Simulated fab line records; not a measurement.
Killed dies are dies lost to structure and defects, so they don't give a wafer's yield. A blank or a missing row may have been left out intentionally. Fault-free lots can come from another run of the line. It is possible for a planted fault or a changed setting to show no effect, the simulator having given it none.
The same fault as seen by 2 desks	flow nandHarc	each desk holds nothing but its own numbers, with what lay behind them at the end

== TOOL OWNER'S DESK, krfScanner-04 ==
The tool's own readings at NHARC_THIN_TSV_EXPOSE_09 (exposes mask TSV): means of the sampled wafers that have a number, for each lot that ran on this tool. Marked OUT: a lot whose mean sits more than 4 standard deviations from the usual mean, which makes it out of limits; the brackets give that distance.
Columns: A = exposureDoseMJCm2 at NHARC_THIN_TSV_EXPOSE_09, usual 30.70; B = stageVelMmS at NHARC_THIN_TSV_EXPOSE_09, usual 500.01 mm/s
lot	first seen here	A	B
L930	day 19 10:29	30.72	499.95
L940	day 21 08:59	30.74	499.90
L942	day 21 22:47	39.82 (+99 or more) OUT	499.82
L941	day 22 04:20	39.81 (+99 or more) OUT	499.70
This desk's finding: out of limits on L941, L942; first on L942, day 21 22:47 (exposureDoseMJCm2 at NHARC_THIN_TSV_EXPOSE_09). In limits: L930, L940.

== METROLOGY DESK ==
What the gauges read, lot by lot, whatever tool the lot ran on: means of the sampled wafers that have a number. Marked OUT: a lot whose mean sits more than 4 standard deviations from the usual mean, which makes it out of limits; the brackets give that distance.
Columns: A = overlayXNm at NHARC_HYBRID_BOND_OVL_MEAS_05, usual -1 nm; B = overlayYNm at NHARC_HYBRID_BOND_OVL_MEAS_05, usual 2 nm; C = thkNm at NHARC_THIN_TSV_THK_MEAS_02, usual 2996 nm; D = cdNm at NHARC_THIN_TSV_CD_MEAS_12, usual 1000.5 nm; E = cdNm at NHARC_THIN_TSV_CD_MEAS_37, usual 4999.3 nm
lot	first seen here	A	B	C	D	E
L930	day 19 04:59	16	16	3115	1000.1	4997.7
L929	day 19 05:00	25	2	3116	1000.6	5001.7
L933	day 19 17:32	-18	-13	2726	1001.8	5001.4
L934	day 20 20:53	3	10	2984	1003.5	5001.9
L938	day 20 20:53	-9	-11	3282	1001.8	5000.2
L940	day 21 03:56	-9	-16	3027	999.1	4998.9
L942	day 21 20:13	12	-34	2942	1006.7	5004.0
L941	day 22 01:51	33	22	3249	1008.7 (+4.5) OUT	5008.4
L946	day 22 17:53	4	7	2687	998.3	4996.6
L950	day 23 14:47	13	0	3280	999.6	4999.5
L949	day 24 00:31	-12	-1	2865	1000.7	4998.2
This desk's finding: out of limits on L941; first on L941, day 22 04:29 (cdNm at NHARC_THIN_TSV_CD_MEAS_12). In limits: L930, L929, L933, L934, L938, L940, L942, L946, L950, L949.

== BROUGHT TOGETHER ==
The tool owner's desk had the chance to raise an alarm at day 21 22:47 on L941, L942.
On L941, the metrology desk was in a position to raise an alarm at day 22 04:29.
The metrology desk has L942 on record, within its limits.
Every lot named ran NHARC_THIN_TSV_EXPOSE_09 on krfScanner-04.

== WHAT THE SIMULATOR PUT IN ==
Drift in process parameters on krfScanner-04 at NHARC_THIN_TSV_EXPOSE_09, starting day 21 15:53. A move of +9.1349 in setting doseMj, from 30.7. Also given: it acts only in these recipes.
Shown lots that were struck: L941, L942.
Time in hours from fault onset to the first out-of-limits reading at each desk: tool owner's desk 7, metrology desk 13.
